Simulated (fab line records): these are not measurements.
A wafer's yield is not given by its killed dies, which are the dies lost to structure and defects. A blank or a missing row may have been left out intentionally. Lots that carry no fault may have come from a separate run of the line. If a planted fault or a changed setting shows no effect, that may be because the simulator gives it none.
Which tool is to blame? ; flow n5Finfet ; 12 lots with 34 wafers sampled at 5 steps, on a route of 1938 steps

== WHAT EACH GAUGE READ, for each wafer ==
N5_BEOL_M8_RS_MEAS_57: the measuring method here is four-point-probe. Usual: for M8_RS the level is 0.286 ohm/sq and the standard deviation is 0.0096.
lot;measured;on;M8_RS (ohm/sq);flag
L920;day 9 09:55;filmMetro-01;0.283 0.288 0.285;
L921;day 9 17:55;filmMetro-01;0.284 0.287 0.283;
L923;day 9 20:29;filmMetro-02;0.301 0.282 0.278;
L929;day 11 20:48;filmMetro-02;0.284 0.288 0.284;
L931;day 12 13:33;filmMetro-02;0.293 0.284;
L932;day 12 15:29;filmMetro-01;0.289 0.297;
L935;day 13 06:32;filmMetro-02;0.304 0.283 0.304;
L936;day 13 22:40;filmMetro-02;0.276 0.275 0.286;
L942;day 14 22:56;filmMetro-01;0.289 0.301 0.283;
L941;day 15 01:31;filmMetro-02;0.293 0.274 0.292;
L940;day 15 01:49;filmMetro-02;0.296 0.290 0.284;
L943;day 16 00:37;filmMetro-02;0.268 0.285 0.273;

== EACH LOT AND THE TOOL THAT RAN IT (in order: tool; ch and the chambers of the sampled wafers; start) ==
lot;N5_BEOL_M8_STRIP_80;N5_BEOL_M8_PRE_CLEAN_45;N5_BEOL_M8_ECD_50;N5_BEOL_M8_CMP_52
L920;rieDiel-06 ch 1,3, day 9 07:58 or earlier;pvdSputter-02, day 9 07:58;ecdCu-01 ch 1, day 9 09:06;cmp-04 ch 0,1,2, day 9 09:34
L921;rieDiel-01 ch 1,2,3, day 9 16:28 or earlier;pvdSputter-02, day 9 16:28;ecdCu-02 ch 0,1, day 9 17:07;cmp-04 ch 1,2, day 9 17:32
L923;rieDiel-06 ch 0,2,3, day 9 18:59 or earlier;pvdSputter-02, day 9 18:59;ecdCu-01 ch 0,1, day 9 19:41;cmp-04 ch 1,2,3, day 9 20:08
L929;rieDiel-03 ch 0,1,2, day 11 18:39 or earlier;pvdSputter-03, day 11 18:39;ecdCu-02 ch 0,1, day 11 19:59;cmp-04 ch 2,3, day 11 20:23
L931;rieDiel-06 ch 3, day 12 11:16 or earlier;pvdSputter-02, day 12 11:16;ecdCu-02 ch 0,1, day 12 12:06;cmp-04 ch 2, day 12 13:07
L932;rieDiel-06 ch 0,1, day 12 12:22 or earlier;pvdSputter-03, day 12 12:22;ecdCu-02 ch 0,1, day 12 14:30;cmp-04 ch 0, day 12 15:06
L935;rieDiel-03 ch 1,2,3, day 13 05:00 or earlier;pvdSputter-03, day 13 05:00;ecdCu-01 ch 0,1, day 13 05:44;cmp-04 ch 1,2,3, day 13 06:07
L936;rieDiel-01 ch 0,2,3, day 13 20:38 or earlier;pvdSputter-02, day 13 20:38;ecdCu-01 ch 0,1, day 13 21:38;cmp-04 ch 0,1,2, day 13 22:15
L942;rieDiel-06 ch 1,2,3, day 14 20:29 or earlier;pvdSputter-02, day 14 20:29;ecdCu-02 ch 0,1, day 14 21:23;cmp-02 ch 0,1,2, day 14 22:31
L941;rieDiel-03 ch 0,1,3, day 14 23:55 or earlier;pvdSputter-01, day 14 23:55;ecdCu-01 ch 0,1, day 15 00:42;cmp-04 ch 1,2,3, day 15 01:05
L940;rieDiel-03 ch 0,1,2, day 15 00:19 or earlier;pvdSputter-01, day 15 00:19;ecdCu-02 ch 0,1, day 15 01:01;cmp-02 ch 0,2, day 15 01:26
L943;rieDiel-01 ch 0,2,3, day 15 22:43 or earlier;pvdSputter-03, day 15 22:43;ecdCu-02 ch 0,1, day 15 23:48;cmp-03 ch 2,3, day 16 00:14
- N5_BEOL_M8_STRIP_80: strips in N2/H2, time 10 s.
- N5_BEOL_M8_PRE_CLEAN_45: time 30 s.
- N5_BEOL_M8_ECD_50: material Cu, target thk 300 nm.
- N5_BEOL_M8_CMP_52: polishes, stops on SiCOH lowk, t overpolish 6.9 s, target thk 80 nm.

== AS READ BY THE TOOLS THEMSELVES (means over the sampled wafers that have a number; for cases with no such wafer, the mark the record gives instead) ==
N5_BEOL_M8_STRIP_80. Usual: drypumpMotorCurrentA 5.7 A, standard deviation 0.37; oesProductAu 0.83 a.u., standard deviation 0.065; rfVppV 59.1 V, standard deviation 0.83; showerheadPlenumPTorr 2.56 Torr, standard deviation 0.073; throttleValvePct 23.71 %, standard deviation 0.28.
lot;tool;drypumpMotorCurrentA (A);oesProductAu (a.u.);rfVppV (V);showerheadPlenumPTorr (Torr);throttleValvePct (%);flag
L920;rieDiel-06;5.8;0.79;59.1;2.59;23.94;
L921;rieDiel-01;5.7;0.74;59.6;2.52;23.67;
L923;rieDiel-06;5.5;0.84;58.7;2.60;23.96;
L929;rieDiel-03;5.7;0.85;59.3;2.54;23.73;
L931;rieDiel-06;5.7;0.72;59.8;2.52;24.29;
L932;rieDiel-06;5.7;0.80;60.0;2.67;23.62;
L935;rieDiel-03;5.7;0.84;58.4;2.50;23.64;
L936;rieDiel-01;5.8;0.92;59.8;2.53;23.55;
L942;rieDiel-06;5.8;0.79;58.8;2.59;23.83;
L941;rieDiel-03;5.9;0.83;58.8;2.49;23.71;
L940;rieDiel-03;5.7;0.82;58.8;2.53;23.77;
L943;rieDiel-01;5.8;0.88;58.7;2.52;23.57;

N5_BEOL_M8_PRE_CLEAN_45. Usual: 333 W for heaterPowerW, sd 26.
lot;tool;heaterPowerW (W);flag
L920;pvdSputter-02;330;
L921;pvdSputter-02;326;
L923;pvdSputter-02;338;
L929;pvdSputter-03;315;
L931;pvdSputter-02;317;
L932;pvdSputter-03;322;
L935;pvdSputter-03;320;
L936;pvdSputter-02;347;
L942;pvdSputter-02;324;
L941;pvdSputter-01;346;
L940;pvdSputter-01;334;
L943;pvdSputter-03;343;

N5_BEOL_M8_CMP_52. Usual: motorCurrentA 5.9 A, standard deviation 0.4; timeToEndpointS 61.3 s, standard deviation 2.5.
lot;tool;motorCurrentA (A);timeToEndpointS (s);flag
L920;cmp-04;6.0;61.3;
L921;cmp-04;6.0;61.0;
L923;cmp-04;6.1;63.7;
L929;cmp-04;6.0;80.6;OFF
L931;cmp-04;6.0;85.3;OFF
L932;cmp-04;6.0;85.8;OFF
L935;cmp-04;6.0;56.8;
L936;cmp-04;6.0;63.7;
L942;cmp-02;5.8;62.8;
L941;cmp-04;5.9;61.1;
L940;cmp-02;5.6;60.3;
L943;cmp-03;6.2;65.2;

== THE ANSWER, worked out from the rows above alone ==
Rule: lot off if the mean of its wafers having a number is beyond 3 standard deviations from the usual mean. Also off: a lot with no number at a reading for which 4 or more lots have one. Where the step has rows for the other lots, those lots are counted as sound. After the gauges, taken in route order, come the tools' own readings; for these a lot's mean is taken, as printed above. The first step at which some lot is off is used, and at that step the reading that is off furthest; a lot without a number counts as furthest.
Off: L929, L931, L932, at N5_BEOL_M8_CMP_52 (timeToEndpointS).
A tool fits if, at that step or a process step before it, it ran every lot that is off, and no sound lot after the first of them. Because N5_BEOL_M8_STRIP_80 lacks a start for some lots, the hours and order of its lots are taken from N5_BEOL_M8_PRE_CLEAN_45. Of those tried, none fits.

== WHAT HAD BEEN PUT IN BY THE SIMULATOR ==
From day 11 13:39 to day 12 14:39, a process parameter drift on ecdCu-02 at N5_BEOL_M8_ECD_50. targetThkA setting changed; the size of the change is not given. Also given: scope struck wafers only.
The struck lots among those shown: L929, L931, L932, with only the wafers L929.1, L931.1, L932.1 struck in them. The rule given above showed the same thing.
